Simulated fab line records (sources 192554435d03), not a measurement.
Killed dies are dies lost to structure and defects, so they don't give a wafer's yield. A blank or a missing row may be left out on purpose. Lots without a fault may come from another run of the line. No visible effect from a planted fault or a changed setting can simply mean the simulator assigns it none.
Matching of chambers + flow n5-finfet + N5_HKMG_FIN_ALD_91 on ald-metal-01 has 3 sister chambers
The step deposits TiN, target thk 1 nm, pulse time 1 s, purge time 3 s. 6 wafers are shown with their chamber, then 7 later ones without.

== WAFERS, EACH WITH ITS CHAMBER ==
| wafer  | chamber | heater-power-w (W) | precursor-pulse-height-rel |
|--------|---------|--------------------|----------------------------|
| L478.1 | 3       | 841                | 0.980                      |
| L481.4 | 3       | 843                | 0.994                      |
| L483.6 | 0       | 906                | 1.004                      |
| L484.3 | 2       | 876                | 0.994                      |
| L484.4 | 0       | 944                | 1.039                      |
| L484.5 | 2       | 858                | 1.018                      |

== WAFERS WITH NO CHAMBER GIVEN ==
| wafer  | heater-power-w (W) | precursor-pulse-height-rel |
|--------|--------------------|----------------------------|
| L486.2 | 859                | 1.002                      |
| L486.4 | 913                | 1.014                      |
| L486.5 | 820                | 0.976                      |
| L493.3 | 853                | 1.018                      |
| L493.6 | 852                | 1.007                      |
| L495.1 | 911                | 1.001                      |
| L495.4 | 870                | 1.013                      |

== EACH ONE'S CHAMBER ==
| wafer  | from the rows above     | in truth |
|--------|-------------------------|----------|
| L486.2 | can't be placed: 2 or 3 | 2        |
| L486.4 | can't be placed: 0 or 2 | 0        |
| L486.5 | can't be placed: 3 or 2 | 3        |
| L493.3 | can't be placed: 2 or 3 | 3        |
| L493.6 | can't be placed: 2 or 3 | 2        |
| L495.1 | can't be placed: 0 or 2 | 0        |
| L495.4 | can't be placed: 2 or 3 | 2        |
Placed correctly: 0 of 7. Cannot be placed on the basis of these rows: 7; the candidates contain the true chamber in 7. Placed wrongly: 0.
How it was worked out, from the rows above alone: a wafer's distance from a chamber is the root of the sum, over the readings, of the square of ((its reading less the chamber's mean) divided by the reading's scatter). If the next closest chamber is less than 2 further off than the closest, the wafer can't be placed; otherwise it belongs to the closest. The mean given for a chamber averages the wafers shown for that chamber. The scatter: take each reading less its chamber's mean, square it, sum over the shown wafers, divide by the number of wafers less the number of chambers, and take the root.
